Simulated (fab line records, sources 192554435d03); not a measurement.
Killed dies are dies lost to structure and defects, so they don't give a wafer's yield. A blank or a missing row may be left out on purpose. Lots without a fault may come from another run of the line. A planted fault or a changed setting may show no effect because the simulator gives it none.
Chamber matching | flow n5_finfet | N5_BEOL_M5_STRIP_36 on rie_diel-02: 4 sister chambers
The step strips in N2/H2. 4 wafers are shown with their chamber, then 7 later ones without.

WAFERS WITH THEIR CHAMBER
wafer  | chamber | showerhead_plenum_p_Torr (Torr)
L075.2 | 2       | 2.64
L081.1 | 3       | 2.48
L083.3 | 0       | 2.38
L085.4 | 1       | 2.43

WAFERS WITHOUT THEIR CHAMBER
wafer  | showerhead_plenum_p_Torr (Torr)
L085.6 | 2.48
L088.3 | 2.63
L088.4 | 2.63
L088.6 | 2.43
L097.2 | 2.61
L097.4 | 2.68
L097.6 | 2.42

WHICH CHAMBER EACH WENT THROUGH
wafer  | from the rows above     | in truth
L085.6 | 3                       | 3
L088.3 | 2                       | 2
L088.4 | 2                       | 2
L088.6 | 1                       | 1
L097.2 | 2                       | 2
L097.4 | 2                       | 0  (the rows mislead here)
L097.6 | can't be placed: 1 or 0 | 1
Placed correctly: 5 of 7. Can't be placed from these rows: 1 (the true chamber is among the candidates in 1). Placed wrongly: 1.
How it was worked out, from the rows above alone: a wafer's distance from a chamber is the root of the sum, over the readings, of the square of ((its reading less the chamber's mean) divided by the reading's scatter). The wafer belongs to the nearest chamber; if the next one is less than 2 further off, it can't be placed. A chamber's mean is the mean of its shown wafers. The scatter: with one shown wafer a chamber, the root of the mean of the squares of how far each hidden wafer lies from its nearest shown one.
